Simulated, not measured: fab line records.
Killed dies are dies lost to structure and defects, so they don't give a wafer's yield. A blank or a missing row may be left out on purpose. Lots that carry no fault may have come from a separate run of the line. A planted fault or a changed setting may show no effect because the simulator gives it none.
fab line records | flow nand_harc
[record] lots = 24 wafers = 72 last_day = 35
route steps=1302 shown P_M1@315 P_M2@331 P_BONDPAD@351
lots that met no fault: taken from a fault-free run of the same line
start_h: hours from the record's first day to the start of the lot's first wafer shown | wait_h: hours since the lot's step before | " the same as in the row above | L1.1+2: a single row standing in for several wafers | - no value present, or no start provided | * or withheld: withheld | < > ~ a bound
route shown NAME@n: a module of which the file shows steps, and the number in the route of the first | usual: mean/standard deviation of fault-free wafers | same: alike in all rows | chamber/n: place in a boat | sites: per-site readings | _std_site: their standard deviation | _edge_site: outer sites' mean less inner sites' | radius_mm: for every site, how far away it sits from the centre of the wafer | mask NAME#n: copy n | behind: tool/chamber where the wafer was last shaped | hold: the reason the lot was held/the length of the hold in hours/how it ended | device: whichever transistor did not switch (one of n, p or np) | end of line: tests run on the same wafers once the route is complete | a step with no rows: only its recipe | killed: dies lost to structure and defects at the first sort, not the wafer's yield | map: a wafer's dies, x killed, . not, _ none there
set.NAME: the setting as run; set.NAME@STEP: as run at that earlier step | model.NAME: the simulator's own value behind a step, which no gauge read
a sample of lots followed through the steps of the route, with each step as a table and each wafer as a row
services: when a tool's chamber went out of use (start_h, in hours from the record's first day, below 0 if earlier), for how many hours, and the reason
[[steps]]
[step NHARC_P_M1_INSPECT_27]
[usual] raw_defect_count = 314/120
// columns lot.wafer tool chamber start_h wait_h raw_defect_count
L074.2 defect_inspect-02 - 130.32 0.0 306
L074.3 " - " " 298
L074.6 " - " " 239
L075.1 defect_inspect-01 - 135.92 0.0 224
L075.4 " - " " 129
L075.5 " - " " 267
L076.1 defect_inspect-02 - 151.56 0.0 230
L076.3 " - " " 277
L076.4 " - " " 261
L077.3 defect_inspect-02 - 161.14 0.0 374
L077.4 " - " " 747
L077.6 " - " " 602
L078.1 defect_inspect-01 - 170.36 0.0 388
L078.4 " - " " 576
L078.6 " - " " 366
L079.1 defect_inspect-02 - 177.29 0.0 498
L079.2 " - " " 504
L079.4 " - " " 310
L080.4 defect_inspect-01 - 188.98 0.0 219
L080.5 " - " " 208
L080.6 " - " " 289
L081.2 defect_inspect-01 - 205.10 0.0 201
L081.5 " - " " 248
L081.6 " - " " 198
L082.1 defect_inspect-01 - 205.39 0.0 270
L082.2 " - " " 392
L082.4 " - " " 175
L083.2 defect_inspect-02 - 217.78 0.0 185
L083.3 " - " " 163
L083.4 " - " " 257
L084.1 defect_inspect-01 - 223.96 0.0 234
L084.3 " - " " 193
L084.5 " - " " 182
L085.2 defect_inspect-02 - 242.15 0.0 153
L085.3 " - " " 184
L085.6 " - " " 171
L086.3 defect_inspect-02 - 243.10 0.0 226
L086.4 " - " " 222
L086.5 " - " " 247
L087.2 defect_inspect-01 - 261.24 0.0 580
L087.4 " - " " 204
L087.5 " - " " 291
L089.1 defect_inspect-02 - 275.69 0.0 428
L089.2 " - " " 375
L089.3 " - " " 370
L088.1 defect_inspect-01 - 276.22 0.0 376
L088.4 " - " " 348
L088.5 " - " " 331
L090.1 defect_inspect-01 - 291.88 0.0 257
L090.5 " - " " 316
L090.6 " - " " 151
L091.3 defect_inspect-02 - 297.11 0.0 347
L091.4 " - " " 225
L091.6 " - " " 236
L092.1 defect_inspect-02 - 304.04 0.0 307
L092.3 " - " " 395
L092.6 " - " " 479
L093.3 defect_inspect-02 - 322.75 0.0 428
L093.5 " - " " 450
L093.6 " - " " 314
L094.4 defect_inspect-01 - 327.47 0.0 211
L094.5 " - " " 329
L094.6 " - " " 296
L095.1 defect_inspect-01 - 335.57 0.0 388
L095.2 " - " " 391
L095.5 " - " " 403
L096.1 defect_inspect-02 - 349.27 0.0 282
L096.2 " - " " 287
L096.3 " - " " 220
L097.2 defect_inspect-01 - 367.18 0.0 178
L097.3 " - " " 128
L097.5 " - " " 198
[step NHARC_P_M2_DESCUM_14]
[recipe] time_s = 3 o2_flow_sccm = 200 ar_flow_sccm = 0 bias_power_w = 0 chemistry = O2
[usual] drypump_motor_current_A = 5.7/0.35 oes_product_au = 1.001/0.0071 rf_vpp_V = 57.8/0.93 showerhead_plenum_p_Torr = 1.91/0.1 throttle_valve_pct = 11.313/0.0088
// columns lot.wafer tool chamber start_h wait_h drypump_motor_current_A oes_product_au rf_hours_counter_h rf_vpp_V showerhead_plenum_p_Torr throttle_valve_pct
L074.3 rie_diel-09 0 131.90 0.1 5.6 1.006 8.3 57.2 1.79 11.311
L074.2 " 3 " " 6.2 1.005 8.8 58.4 2.07 11.307
L074.6 " 0 " " 5.6 1.002 - 57.7 1.79 11.319
L075.4 rie_diel-02 1 137.52 0.1 5.3 0.995 3.9 57.7 1.94 11.330
L075.1 " 2 " " 5.3 1.000 3.8 57.3 1.84 11.303
L075.5 " 3 " " 6.2 0.989 - 57.9 2.02 11.313
L076.4 rie_diel-02 3 153.02 0.1 6.2 0.994 5.2 58.0 2.02 11.306
L076.3 " 0 " " 5.6 0.992 5.3 58.1 1.96 11.314
L076.1 " 1 " " 5.4 0.991 4.7 56.5 1.94 11.324
L077.3 rie_diel-09 1 162.72 0.1 5.9 1.008 0.8 57.6 1.82 11.319
L077.4 " 3 " " 6.2 1.004 0.7 58.3 2.06 11.309
L077.6 " 2 " " 5.6 0.992 - 58.6 1.99 11.302
L078.1 rie_diel-09 2 171.92 0.1 5.6 1.008 1.0 58.7 1.99 11.315
L078.4 " 3 " " 6.2 0.995 1.2 59.4 2.06 11.317
L078.6 " 2 " " 5.6 1.008 - 59.2 1.99 11.313
L079.2 rie_diel-09 2 178.86 0.1 5.6 1.001 1.7 58.2 1.99 11.319
L079.4 " 3 " " 6.2 1.000 1.8 59.5 2.06 11.292
L079.1 " 0 " " 5.5 0.990 1.7 58.1 1.79 11.306
L080.4 rie_diel-02 3 190.44 0.1 6.2 1.014 6.8 58.3 2.01 11.326
L080.6 " 3 " " 6.2 1.000 - 59.2 2.02 11.316
L080.5 " 0 " " 5.6 1.001 - 58.7 1.96 11.319
L081.2 rie_diel-05 3 206.67 0.1 5.0 1.008 9.5 58.6 1.78 11.309
L081.5 " 2 " " 6.0 1.004 - 58.5 1.80 11.310
L081.6 " 3 " " 5.0 1.011 - 57.3 1.78 11.309
L082.2 rie_diel-09 3 206.95 0.1 6.2 1.001 3.3 58.8 2.06 11.321
L082.4 " 0 " " 5.6 0.996 3.2 57.8 1.79 11.306
L082.1 " 2 " " 5.6 0.997 3.1 58.0 1.99 11.316
L083.2 rie_diel-09 0 219.36 0.1 5.5 1.004 3.2 56.6 1.79 11.301
L083.3 " 1 " " 6.0 1.002 3.0 58.9 1.82 11.311
L083.4 " 3 " " 6.2 1.004 3.4 59.2 2.06 11.313
L084.1 rie_diel-05 0 225.42 0.1 5.5 1.007 10.2 57.6 2.05 11.302
L084.3 " 2 " " 6.0 1.005 12.5 57.5 1.80 11.314
L084.5 " 1 " " 5.9 1.009 - 58.1 1.97 11.317
L085.2 rie_diel-09 1 243.86 0.1 6.0 1.007 4.3 57.5 1.82 11.300
L085.3 " 2 " " 5.7 1.003 4.5 59.2 1.99 11.299
L085.6 " 2 " " 5.6 1.006 - 59.1 1.99 11.313
L086.3 rie_diel-09 1 244.54 0.1 6.0 1.007 4.3 57.5 1.82 11.322
L086.4 " 3 " " 6.2 1.002 4.7 59.9 2.06 11.304
L086.5 " 0 " " 5.5 1.008 - 57.4 1.78 11.313
L087.4 rie_diel-09 3 262.84 0.1 6.2 0.998 4.9 57.9 2.06 11.312
L087.2 " 0 " " 5.5 1.009 6.8 58.1 1.78 11.302
L087.5 " 1 " " 6.0 1.001 - 56.2 1.82 11.313
L089.1 rie_diel-05 1 277.34 0.1 5.9 1.002 3.4 57.3 1.97 11.329
L089.3 " 2 " " 6.0 1.003 3.2 57.4 1.80 11.297
L089.2 " 3 " " 5.1 0.995 4.3 56.7 1.78 11.320
L088.4 rie_diel-02 3 277.68 0.1 6.2 0.998 3.3 59.6 2.01 11.313
L088.1 " 2 " " 5.3 1.000 3.0 58.0 1.84 11.318
L088.5 " 3 " " 6.2 0.990 - 58.0 2.01 11.306
L090.1 rie_diel-02 3 293.46 0.1 6.2 0.993 4.6 58.1 2.01 11.296
L090.6 " 1 " " 5.4 0.990 - 56.3 1.93 11.323
L090.5 " 2 " " 5.3 1.006 - 55.5 1.84 11.319
L091.3 rie_diel-05 0 298.70 0.1 5.5 0.999 5.7 59.7 2.05 11.321
L091.4 " 1 " " 5.9 1.007 5.1 57.3 1.97 11.318
L091.6 " 3 " " 5.0 1.004 - 58.4 1.78 11.311
L092.1 rie_diel-02 2 305.49 0.1 5.3 1.001 5.2 58.5 1.84 11.321
L092.3 " 0 " " 5.6 0.999 5.6 57.2 1.96 11.320
L092.6 " 2 " " 5.3 0.995 - 57.1 1.84 11.309
L093.3 rie_diel-05 2 324.79 0.1 6.0 1.005 5.2 56.3 1.80 11.323
L093.6 " 3 " " 5.1 0.998 - 56.6 1.78 11.303
L093.5 " 0 " " 5.5 1.014 - 58.0 2.05 11.296
L094.4 rie_diel-05 0 329.09 0.1 5.4 1.002 6.2 58.6 2.05 11.308
L094.5 " 2 " " 6.0 0.995 - 58.1 1.80 11.318
L094.6 " 3 " " 5.0 0.995 - 56.7 1.78 11.307
L095.1 rie_diel-05 3 337.16 0.1 5.0 1.005 7.0 57.3 1.78 11.304
L095.2 " 2 " " 6.0 0.999 5.9 57.8 1.80 11.316
L095.5 " 3 " " 5.0 0.993 - 58.3 1.78 11.316
L096.1 rie_diel-02 3 350.70 0.1 6.2 0.983 7.2 57.2 2.01 11.327
L096.2 " 1 " " 5.3 0.993 7.1 57.0 1.93 11.333
L096.3 " 2 " " 5.3 0.998 7.5 58.1 1.83 11.310
L097.3 rie_diel-09 1 368.76 0.1 6.0 1.013 1.7 58.1 1.81 11.328
L097.2 " 0 " " 5.5 0.999 1.5 57.2 1.78 11.319
L097.5 " 1 " " 6.0 1.009 - 57.9 1.81 11.315
[step NHARC_P_M2_ETCH_35]
[recipe] target_depth_a = 400 overetch_a = 120 time_s = 43.94 ion_energy_ev = 200 n2_flow_sccm = 150 h2_flow_sccm = 150 ar_flow_sccm = 0 rf_w = 400 bias_w = 150 chemistry = N2/H2
[usual] drypump_motor_current_A = 5.7/0.35 oes_product_au = 1.001/0.0074 rf_vpp_V = 431/3.2 showerhead_plenum_p_Torr = 2.04/0.11 throttle_valve_pct = 14.172/0.0097
// columns lot.wafer tool chamber start_h wait_h drypump_motor_current_A oes_product_au rf_hours_counter_h rf_vpp_V showerhead_plenum_p_Torr throttle_valve_pct
L074.3 rie_diel-09 2 131.98 0.1 5.7 1.003 8.6 433 2.13 14.180
L074.2 " 1 " " 6.0 1.013 8.1 427 1.93 14.170
L074.6 " 2 " " 5.7 1.000 - 432 2.13 14.162
L075.1 rie_diel-02 1 137.59 0.1 5.4 1.008 3.9 432 2.06 14.173
L075.4 " 2 " " 5.3 1.007 3.8 428 1.96 14.162
L075.5 " 2 " " 5.3 1.005 - 428 1.96 14.169
L076.3 rie_diel-02 2 153.10 0.1 5.3 1.001 4.7 429 1.96 14.176
L076.1 " 3 " " 6.2 1.009 5.2 435 2.15 14.179
L076.4 " 1 " " 5.4 0.997 4.7 432 2.06 14.167
L077.4 rie_diel-09 3 162.81 0.1 6.2 1.004 0.7 436 2.21 14.165
L077.3 " 1 " " 6.0 1.002 0.8 427 1.93 14.161
L077.6 " 2 " " 5.7 1.005 - 432 2.13 14.176
L078.4 rie_diel-09 1 172.01 0.1 6.0 1.016 1.1 427 1.93 14.146
L078.1 " 2 " " 5.6 1.014 1.0 434 2.13 14.186
L078.6 " 1 " " 6.0 1.012 - 428 1.93 14.167
L079.2 rie_diel-09 3 178.95 0.1 6.2 0.989 1.8 435 2.20 14.181
L079.4 " 0 " " 5.6 0.991 1.7 427 1.90 14.169
L079.1 " 1 " " 6.0 1.002 1.5 427 1.93 14.158
L080.4 rie_diel-02 0 190.54 0.1 5.6 1.004 7.3 433 2.09 14.164
L080.6 " 1 " " 5.3 0.999 - 430 2.06 14.149
L080.5 " 2 " " 5.2 1.008 - 429 1.96 14.181
L081.2 rie_diel-05 3 206.75 0.1 5.1 0.997 9.5 426 1.90 14.168
L081.6 " 2 " " 5.9 1.002 - 427 1.91 14.159
L081.5 " 3 " " 5.1 0.999 - 427 1.90 14.171
L082.4 rie_diel-09 3 207.04 0.1 6.2 1.005 3.3 434 2.20 14.177
L082.2 " 0 " " 5.6 1.005 3.2 426 1.90 14.172
L082.1 " 2 " " 5.6 1.004 3.1 433 2.13 14.164
L083.3 rie_diel-09 3 219.44 0.1 6.2 0.996 3.4 436 2.20 14.171
L083.4 " 0 " " 5.6 0.998 3.2 427 1.90 14.165
L083.2 " 2 " " 5.6 0.996 3.2 432 2.13 14.178
L084.3 rie_diel-05 1 225.51 0.1 5.9 1.004 8.4 432 2.10 14.187
L084.1 " 3 " " 5.0 1.002 9.7 426 1.90 14.176
L084.5 " 2 " " 6.0 1.000 - 427 1.91 14.162
L085.2 rie_diel-09 2 243.95 0.1 5.6 0.996 4.5 433 2.13 14.186
L085.3 " 0 " " 5.6 1.010 4.4 426 1.90 14.182
L085.6 " 1 " " 6.0 1.008 - 426 1.93 14.168
L086.3 rie_diel-09 2 244.62 0.1 5.6 0.991 4.5 434 2.13 14.186
L086.4 " 3 " " 6.2 0.983 4.7 435 2.20 14.174
L086.5 " 3 " " 6.2 0.993 - 434 2.20 14.175
L087.4 rie_diel-09 1 262.91 0.1 6.0 1.001 6.6 428 1.93 14.174
L087.2 " 3 " " 6.2 0.995 4.9 434 2.20 14.190
L087.5 " 2 " " 5.7 1.002 - 433 2.12 14.166
L089.2 rie_diel-05 1 277.42 0.1 5.9 0.995 3.4 432 2.10 14.174
L089.3 " 2 " " 6.0 0.993 3.2 427 1.91 14.161
L089.1 " 0 " " 5.5 1.000 4.5 436 2.19 14.174
L088.4 rie_diel-02 1 277.76 0.1 5.3 0.988 3.2 431 2.06 14.164
L088.1 " 0 " " 5.6 0.994 3.5 432 2.09 14.168
L088.5 " 1 " " 5.3 0.994 - 432 2.06 14.176
L090.1 rie_diel-02 1 293.54 0.1 5.4 1.007 4.1 429 2.06 14.161
L090.5 " 2 " " 5.3 1.012 - 429 1.95 14.159
L090.6 " 3 " " 6.2 1.004 - 436 2.15 14.172
L091.3 rie_diel-05 2 298.78 0.1 6.0 0.999 4.8 428 1.91 14.177
L091.4 " 3 " " 5.0 0.998 5.5 427 1.89 14.178
L091.6 " 1 " " 5.9 1.000 - 432 2.10 14.156
L092.1 rie_diel-02 1 305.58 0.1 5.4 0.994 4.9 432 2.06 14.160
L092.3 " 3 " " 6.2 0.988 5.9 434 2.15 14.181
L092.6 " 1 " " 5.3 0.995 - 432 2.06 14.165
L093.3 rie_diel-05 2 324.86 0.1 6.0 0.997 5.3 427 1.91 14.159
L093.6 " 1 " " 5.9 1.006 - 433 2.10 14.170
L093.5 " 2 " " 6.0 0.997 - 427 1.91 14.185
L094.4 rie_diel-05 0 329.16 0.1 5.5 1.004 6.2 434 2.18 14.172
L094.5 " 3 " " 5.0 1.001 - 427 1.89 14.184
L094.6 " 0 " " 5.5 1.001 - 435 2.18 14.168
L095.2 rie_diel-05 0 337.25 0.1 5.5 1.008 7.2 435 2.18 14.174
L095.1 " 1 " " 5.9 1.015 6.1 431 2.10 14.173
L095.5 " 1 " " 5.9 1.017 - 433 2.10 14.160
L096.1 rie_diel-02 2 350.79 0.1 5.3 1.004 7.5 428 1.95 14.178
L096.3 " 3 " " 6.2 0.993 7.2 434 2.15 14.159
L096.2 " 1 " " 5.4 0.992 7.1 431 2.06 14.161
L097.2 rie_diel-09 3 368.85 0.1 6.2 0.997 1.6 434 2.20 14.162
L097.3 " 0 " " 5.6 0.997 1.5 426 1.90 14.169
L097.5 " 1 " " 6.0 1.003 - 427 1.93 14.164
[step NHARC_P_M2_DEGAS_29]
[recipe] temp_c = 250 time_s = 60
[usual] heater_power_w = 325/26
// columns lot.wafer tool chamber start_h wait_h heater_power_w
L074.2 pvd_sputter-01 - 132.91 - 355
L074.3 " - " " 324
L074.6 " - " " 335
L075.1 pvd_sputter-02 - 138.52 - 378
L075.4 " - " " 283
L075.5 " - " " 344
L076.3 pvd_sputter-01 - 154.02 - 362
L076.1 " - " " 316
L076.4 " - " " 328
L077.4 pvd_sputter-03 - 163.81 - 322
L077.3 " - " " 300
L077.6 " - " " 308
L078.1 pvd_sputter-02 - 172.94 - 285
L078.4 " - " " 319
L078.6 " - " " 325
L079.2 pvd_sputter-01 - 179.89 - 324
L079.4 " - " " 339
L079.1 " - " " 304
L080.4 pvd_sputter-01 - 191.48 - 344
L080.5 " - " " 324
L080.6 " - " " 337
L081.2 pvd_sputter-02 - 207.69 - 312
L081.6 " - " " 334
L081.5 " - " " 280
L082.1 pvd_sputter-03 - 207.97 - 294
L082.4 " - " " 297
L082.2 " - " " 366
L083.4 pvd_sputter-02 - 220.37 - 363
L083.3 " - " " 343
L083.2 " - " " 287
L084.1 pvd_sputter-03 - 226.45 - 327
L084.3 " - " " 292
L084.5 " - " " 293
L085.3 pvd_sputter-01 - 244.88 - 342
L085.2 " - " " 306
L085.6 " - " " 302
L086.3 pvd_sputter-03 - 245.55 - 297
L086.4 " - " " 292
L086.5 " - " " 300
L087.2 pvd_sputter-03 - 263.84 - 288
L087.4 " - " " 324
L087.5 " - " " 338
L089.3 pvd_sputter-03 - 278.36 - 293
L089.2 " - " " 331
L089.1 " - " " 302
L088.1 pvd_sputter-01 - 278.72 - 333
L088.4 " - " " 304
L088.5 " - " " 330
L090.1 pvd_sputter-01 - 294.50 - 328
L090.5 " - " " 305
L090.6 " - " " 323
L091.3 pvd_sputter-03 - 299.78 - 366
L091.4 " - " " 295
L091.6 " - " " 333
L092.3 pvd_sputter-01 - 306.53 - 299
L092.1 " - " " 307
L092.6 " - " " 295
L093.3 pvd_sputter-03 - 325.80 - 297
L093.6 " - " " 324
L093.5 " - " " 300
L094.4 pvd_sputter-03 - 330.10 - 326
L094.5 " - " " 363
L094.6 " - " " 291
L095.1 pvd_sputter-02 - 338.20 - 364
L095.2 " - " " 348
L095.5 " - " " 336
L096.2 pvd_sputter-02 - 351.82 - 330
L096.1 " - " " 364
L096.3 " - " " 276
L097.3 pvd_sputter-01 - 369.78 - 314
L097.2 " - " " 293
L097.5 " - " " 309
[step NHARC_P_M2_DEP_33]
[recipe] target_thk_a = 300 temp_c = 370 target_thk_nm = 30 pressure_torr = 3 flow_sccm = 200 rf_w = 450 material = SiCN
[usual] chamber_pressure_Torr = 2.999/0.0063 heater_power_w = 581/77 showerhead_vpp_V = 1342/63
// columns lot.wafer tool chamber start_h wait_h chamber_pressure_Torr heater_power_w showerhead_vpp_V
L074.3 pecvd-02 0 134.61 0.1 3.002 670 1382
L074.2 " 1 " " 3.002 560 1398
L074.6 " 0 " " 3.004 657 1403
L075.1 pecvd-02 1 140.26 0.1 2.997 519 1434
L075.5 " 0 " " 2.995 756 1424
L075.4 " 1 " " 2.997 525 1420
L076.1 pecvd-03 1 155.93 0.1 3.006 600 1378
L076.3 " 0 " " 3.001 531 1300
L076.4 " 1 " " 3.006 589 1371
L077.3 pecvd-03 2 165.76 0.1 2.995 488 1345
L077.6 " 1 " " 2.999 581 1382
L077.4 " 2 " " 3.009 496 1342
L078.1 pecvd-03 1 174.66 0.1 3.009 659 1385
L078.4 " 1 " " 2.996 650 1396
L078.6 " 2 " " 3.001 490 1345
L079.1 pecvd-03 1 181.64 0.1 3.011 618 1374
L079.2 " 2 " " 3.000 495 1357
L079.4 " 2 " " 2.999 489 1357
L080.5 pecvd-02 0 193.30 0.2 2.986 751 1414
L080.6 " 1 " " 2.998 504 1416
L080.4 " 2 " " 2.997 678 1244
L081.2 pecvd-04 2 209.42 0.1 2.996 713 1261
L081.5 " 1 " " 2.993 546 1345
L081.6 " 2 " " 3.001 704 1272
L082.2 pecvd-02 2 209.74 0.1 3.001 619 1231
L082.1 " 0 " " 3.006 626 1412
L082.4 " 1 " " 3.006 605 1456
L083.3 pecvd-03 1 222.22 0.1 2.992 580 1359
L083.2 " 2 " " 2.993 466 1357
L083.4 " 0 " " 3.004 498 1303
L084.3 pecvd-04 2 228.19 0.1 3.000 627 1286
L084.1 " 0 " " 2.986 725 1334
L084.5 " 0 " " 2.995 734 1335
L085.2 pecvd-03 2 246.58 0.1 2.992 509 1375
L085.3 " 0 " " 3.007 512 1295
L085.6 " 0 " " 2.994 508 1294
L086.3 pecvd-02 1 247.42 0.2 2.990 488 1438
L086.4 " 2 " " 2.993 584 1218
L086.5 " 1 " " 3.005 481 1431
L087.2 pecvd-03 1 265.54 0.1 2.990 547 1369
L087.5 " 1 " " 2.994 563 1370
L087.4 " 2 " " 2.992 423 1340
L089.3 pecvd-02 0 280.07 0.1 2.985 680 1404
L089.2 " 1 " " 3.008 570 1436
L089.1 " 2 " " 2.993 577 1218
L088.1 pecvd-02 2 280.50 0.1 3.002 586 1223
L088.5 " 2 " " 3.005 573 1237
L088.4 " 0 " " 3.003 668 1425
L090.1 pecvd-04 2 296.67 0.1 3.005 667 1271
L090.6 " 2 " " 3.009 648 1277
L090.5 " 0 " " 2.999 600 1341
L091.3 pecvd-02 0 301.58 0.1 2.997 772 1382
L091.4 " 1 " " 2.995 484 1418
L091.6 " 2 " " 2.996 566 1254
L092.1 pecvd-04 1 308.24 0.1 2.997 602 1355
L092.3 " 2 " " 2.990 592 1278
L092.6 " 1 " " 3.002 584 1370
L093.3 pecvd-03 0 327.53 0.1 3.003 548 1311
L093.6 " 2 " " 2.996 495 1349
L093.5 " 0 " " 3.007 573 1295
L094.6 pecvd-03 2 331.91 0.2 2.998 540 1366
L094.5 " 0 " " 2.998 545 1289
L094.4 " 1 " " 3.005 578 1355
L095.2 pecvd-03 0 339.88 0.1 2.991 542 1261
L095.1 " 2 " " 3.016 483 1352
L095.5 " 1 " " 3.008 557 1382
L096.1 pecvd-03 1 353.81 0.1 2.995 565 1373
L096.2 " 2 " " 3.004 473 1339
L096.3 " 0 " " 3.001 494 1315
L097.2 pecvd-02 0 371.50 0.1 2.994 769 1391
L097.3 " 1 " " 3.000 604 1420
L097.5 " 0 " " 2.989 785 1411
[step NHARC_P_BONDPAD_DEP_00]
[recipe] target_thk_a = 2500 temp_c = 370 target_thk_nm = 250 pressure_torr = 3 flow_sccm = 200 rf_w = 450 material = SiCN
[usual] chamber_pressure_Torr = 3.001/0.0067 heater_power_w = 584/86 showerhead_vpp_V = 1340/55
// columns lot.wafer tool chamber start_h wait_h chamber_pressure_Torr heater_power_w showerhead_vpp_V
L074.3 pecvd-02 2 - - 3.002 606 1229
L074.2 " 0 " " 3.002 713 1395
L074.6 " 0 " " 2.995 725 1402
L075.1 pecvd-04 1 140.72 - 3.003 540 1367
L075.4 " 2 " " 2.991 614 1265
L075.5 " 0 " " 3.004 721 1334
L076.3 pecvd-04 0 156.35 - 3.012 709 1323
L076.1 " 1 " " 3.000 560 1365
L076.4 " 1 " " 3.002 573 1384
L077.3 pecvd-04 2 166.12 - 2.996 699 1274
L077.4 " 0 " " 2.999 687 1337
L077.6 " 1 " " 3.009 589 1345
L078.1 pecvd-03 1 - - 3.003 650 1357
L078.6 " 2 " " 3.014 520 1355
L078.4 " 0 " " 3.002 566 1291
L079.1 pecvd-04 0 182.01 - 3.005 677 1346
L079.2 " 2 " " 3.004 690 1260
L079.4 " 0 " " 3.010 686 1345
L080.5 pecvd-04 1 193.71 - 3.011 607 1357
L080.4 " 2 " " 3.000 666 1255
L080.6 " 0 " " 2.994 663 1321
L081.2 pecvd-03 1 209.88 - 2.996 547 1368
L081.5 " 0 " " 3.006 592 1305
L081.6 " 1 " " 2.995 562 1373
L082.1 pecvd-03 0 210.08 - 2.993 554 1305
L082.2 " 2 " " 2.995 493 1360
L082.4 " 2 " " 3.009 493 1337
L083.2 pecvd-03 1 - - 3.001 560 1368
L083.3 " 0 " " 3.002 596 1309
L083.4 " 2 " " 2.991 413 1361
L084.3 pecvd-03 2 228.56 - 2.994 540 1330
L084.1 " 1 " " 3.000 497 1373
L084.5 " 1 " " 3.006 498 1369
L085.2 pecvd-03 2 - - 3.000 514 1361
L085.3 " 1 " " 3.001 506 1380
L085.6 " 0 " " 3.001 548 1320
L086.3 pecvd-04 0 247.88 0.4 2.992 741 1334
L086.5 " 2 " " 2.993 695 1275
L086.4 " 1 " " 3.010 619 1377
L087.2 pecvd-03 2 - - 3.019 523 1360
L087.5 " 1 " " 3.001 461 1353
L087.4 " 0 " " 3.008 481 1315
L089.1 pecvd-03 2 280.68 - 3.002 455 1353
L089.2 " 0 " " 2.998 593 1299
L089.3 " 1 " " 2.987 525 1371
L088.1 pecvd-02 0 - - 3.002 733 1386
L088.5 " 0 " " 3.001 743 1392
L088.4 " 1 " " 3.005 596 1434
L090.1 pecvd-03 0 297.08 - 2.997 510 1294
L090.5 " 2 " " 3.008 534 1332
L090.6 " 0 " " 2.988 528 1295
L091.3 pecvd-03 2 301.95 - 3.008 431 1337
L091.4 " 1 " " 3.002 564 1365
L091.6 " 0 " " 3.008 529 1284
L092.1 pecvd-03 1 308.65 - 3.006 525 1376
L092.3 " 2 " " 3.006 511 1335
L092.6 " 2 " " 3.005 420 1369
L093.3 pecvd-02 0 327.90 - 2.992 713 1428
L093.5 " 0 " " 3.004 726 1403
L093.6 " 2 " " 2.998 593 1232
L094.6 pecvd-03 0 - - 3.003 575 1299
L094.5 " 1 " " 2.992 560 1372
L094.4 " 2 " " 3.007 532 1347
L095.1 pecvd-02 2 340.30 - 3.001 653 1238
L095.2 " 0 " " 2.997 765 1389
L095.5 " 0 " " 2.991 778 1406
L096.2 pecvd-02 1 354.22 - 2.995 594 1427
L096.1 " 2 " " 3.008 663 1246
L096.3 " 0 " " 3.010 682 1412
L097.3 pecvd-02 2 - - 3.004 545 1241
L097.2 " 0 " " 3.001 797 1402
L097.5 " 0 " " 3.009 788 1403
[[services]]
// columns tool chamber start_h hours kind
pvd_sputter-03 - 119.46 2.5 repair
pecvd-02 - 130.30 1.1 repair
rie_diel-09 - 143.19 9.0 pm
rie_diel-05 1 144.13 7.7 repair
rie_diel-05 3 152.22 15.7 repair
rie_diel-05 1 159.61 2.6 repair
pvd_sputter-03 - 170.06 10.0 pm
pecvd-02 - 172.42 13.8 repair
rie_diel-05 0 172.99 4.4 repair
pecvd-03 2 182.11 6.1 repair
pecvd-03 - 186.02 13.0 pm
pvd_sputter-01 - 202.15 8.3 repair
rie_diel-02 - 216.70 9.0 pm
pvd_sputter-01 - 226.04 10.0 pm
pecvd-02 - 227.09 13.0 pm
rie_diel-05 - 229.60 9.0 pm
pvd_sputter-01 - 243.21 0.9 repair
rie_diel-09 3 245.78 16.1 repair
pecvd-04 - 269.49 13.0 pm
rie_diel-02 2 310.91 4.4 repair
rie_diel-09 - 320.19 9.0 pm
rie_diel-02 3 325.93 22.6 repair
pecvd-03 - 367.02 13.0 pm
pecvd-02 - 367.98 1.9 repair
[[key]]
fault none
